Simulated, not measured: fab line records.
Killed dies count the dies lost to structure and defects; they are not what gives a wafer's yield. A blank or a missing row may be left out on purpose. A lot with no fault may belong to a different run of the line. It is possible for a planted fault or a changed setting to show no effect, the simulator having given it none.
Split-lot study | flow n5 finfet | 21 wafers read across 7 lots, on a route 1938 steps long

== ABOUT THE SPLIT ==
At N5_BEOL_M8_DESCUM_33 (chemistry O2, time 7 s), the setting time s was moved away from the recipe's 7 s on 7 of the 21 wafers read, by -19.1% to +18.4%. This setting was run at the recipe's value on the other wafers.

== FROM THE SPLIT ON TO THE READING: in between, the file shows 1 step ==
- N5_BEOL_M8_ETCH_72: etches underlayer in N2/H2, target depth 6.5 nm, time 5.2 s

== THE READING ==
CAR-EUV_of_BEOL_M8_COAT_22.thk nm (the simulator's own value, which no gauge read), in nm, at N5_BEOL_M8_ETCH_65 (etches SiARC in CF4, target depth 15.6 nm, time 26 s). The file does not state a usual value for it. Average 11.2 nm, standard deviation 0.11 nm, over the 14 wafers here run with the recipe.

wafer  | tool, chamber at the split | time s as run, s | against the recipe | CAR-EUV_of_BEOL_M8_COAT_22.thk nm, nm | against lot-mates on the recipe
L078.1 | rie diel-03, 2             | 7                | recipe             | 11.2                                  | -
L078.5 | rie diel-03, 2             | 7                | recipe             | 11.2                                  | -
L078.6 | rie diel-03, 3             | 7                | recipe             | 11.4                                  | -
L084.4 | rie diel-03, 0,3           | 7                | recipe             | 11.2                                  | -
L084.5 | rie diel-03, 0,3           | 7                | recipe             | 11.4                                  | -
L084.6 | rie diel-03, 2             | 8.031            | +14.7%             | 10.6                                  | -0.7
L085.4 | rie diel-04, 3,2           | 7                | recipe             | 11                                    | -
L085.5 | rie diel-04, 3             | 5.894            | -15.8%             | 11.4                                  | +0.3
L085.6 | rie diel-04, 3,2           | 7                | recipe             | 11.2                                  | -
L087.3 | rie diel-03, 1             | 8.29             | +18.4%             | 10.6                                  | -0.6
L087.5 | rie diel-03, 1             | 8.29             | +18.4%             | 10.6                                  | -0.6
L087.6 | rie diel-03, 0             | 7                | recipe             | 11.2                                  | -
L089.1 | rie diel-04, 2,3           | 7                | recipe             | 11.2                                  | -
L089.2 | rie diel-04, 0             | 7.727            | +10.4%             | 10.8                                  | -0.3
L089.4 | rie diel-04, 2,3           | 7                | recipe             | 11                                    | -
L094.1 | rie diel-04, 0             | 7                | recipe             | 11.2                                  | -
L094.4 | rie diel-04, 2             | 5.664            | -19.1%             | 11.8                                  | +0.6
L094.5 | rie diel-04, 2             | 5.664            | -19.1%             | 11.8                                  | +0.6
L097.1 | rie diel-01, 2             | 7                | recipe             | 11.2                                  | -
L097.2 | rie diel-01, 1             | 7                | recipe             | 11.2                                  | -
L097.6 | rie diel-01, 1             | 7                | recipe             | 11.2                                  | -
When a row names more than one chamber, that row covers several wafers, and the file does not tell which wafer ran in which chamber.

FIT RESULTS
A straight line over all 21 wafers: CAR-EUV_of_BEOL_M8_COAT_22.thk nm changes by -0.0308 nm for each +1% of time s; r = -0.94; the points scatter about the line by 0.12 nm.
The same after taking each lot's own level away (the mean of its wafers on the recipe; 21 wafers): -0.0318 nm for each +1%; r = -0.96; scatter 0.095 nm.
On that fit, the largest move of time s shifts the reading by 0.61 nm.
From 11.10 to 11.30 nm: that is the span of the lots' own levels, equal to 1.9 times the standard deviation above.
The two slopes agree, so the slope changes little with the lot-to-lot level.
Check: for one of the wafers moved furthest among these (-19.1%), held out of the fit, the line's prediction against its lot-mates is +0.581 nm. Against them it came out at +0.6 nm.

== THE OTHER SPLITS THESE WAFERS WENT THROUGH ==
Other splits were also applied to these wafers ahead of the reading. Each is held against what the fit with the lots' levels taken away leaves over:
other split on the same wafers | wafers away from the commonest value | r with CAR-EUV_of_BEOL_M8_COAT_22.thk nm (lot level and that fit taken away)
N5_BEOL_M6_COAT_60 temp c      | 10                                   | -0.28
N5_BEOL_M7_ILD_DEP_00 time s   | 7                                    | +0.06
N5_BEOL_M7_EXPOSE_08 dose mj   | 8                                    | -0.52
N5_BEOL_M8_ILD_DEP_00 time s   | 5                                    | +0.01

== THE WHOLE CHAIN: every reading that the file lists as answering this split, in the file's order ==
step                 | what it does                                                | reading                                                                            | change (the file's fit)                | r (the file's)
N5_BEOL_M8_DESCUM_33 | chemistry O2, time 7 s                                      | CAR-EUV_of_BEOL_M8_COAT_22.thk nm (the simulator's own value, which no gauge read) | -0.031 nm for each +1% of the setting  | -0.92
N5_BEOL_M8_ETCH_72   | etches underlayer in N2/H2, target depth 6.5 nm, time 5.2 s | CAR-EUV_of_BEOL_M8_COAT_22.thk nm (the simulator's own value, which no gauge read) | -0.0343 nm for each +1% of the setting | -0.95
N5_BEOL_M8_ETCH_65   | etches SiARC in CF4, target depth 15.6 nm, time 26 s        | CAR-EUV_of_BEOL_M8_COAT_22.thk nm (the simulator's own value, which no gauge read) | -0.0318 nm for each +1% of the setting | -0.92

== THE FILE'S OWN FIT ==
CAR-EUV_of_BEOL_M8_COAT_22.thk nm changes by -0.0318 nm for each +1% of time s, r = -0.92.
